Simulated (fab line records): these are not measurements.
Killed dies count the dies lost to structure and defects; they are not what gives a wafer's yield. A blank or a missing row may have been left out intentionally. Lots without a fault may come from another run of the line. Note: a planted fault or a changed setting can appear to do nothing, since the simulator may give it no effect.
Chamber matching -- flow n5Finfet -- 4 sister chambers for N5_BEOL_M8_CMP_52 on cmp-01
The step polishes, stops on SiCOH lowk, t overpolish 6.9 s, target thk 80 nm. 4 wafers are shown with their chamber, then 8 later ones without.

## EACH WAFER AND ITS CHAMBER
wafer,chamber,motorCurrentA (A)
L085.2,3,5.29
L086.2,0,5.98
L086.6,1,6.00
L087.2,2,5.85

## WAFERS WITHOUT THEIR CHAMBER
wafer,motorCurrentA (A)
L087.4,6.54
L087.6,6.43
L090.2,6.09
L090.4,6.02
L090.6,5.93
L093.4,5.92
L093.5,5.28
L093.6,5.99

## WHICH CHAMBER EACH WENT THROUGH
wafer,from the rows above,in truth
L087.4,can't be placed: 1 or 0 or 2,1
L087.6,can't be placed: 1 or 0 or 2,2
L090.2,can't be placed: 1 or 0 or 2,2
L090.4,can't be placed: 1 or 0 or 2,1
L090.6,can't be placed: 0 or 1 or 2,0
L093.4,can't be placed: 0 or 2 or 1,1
L093.5,3,3
L093.6,can't be placed: 0 or 1 or 2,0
1 of 8 placed correctly. These rows do not allow placing 7 (true chamber among the candidates in 7). Number placed wrongly: 0.
How it was worked out, from the rows above alone: a wafer's distance from a chamber is the root of the sum, over the readings, of the square of ((its reading less the chamber's mean) divided by the reading's scatter). If the next closest chamber is less than 2 further off than the closest, the wafer can't be placed; otherwise it belongs to the closest. The mean given for a chamber averages the wafers shown for that chamber. The scatter: with one shown wafer a chamber, the root of the mean of the squares of how far each hidden wafer lies from its nearest shown one.
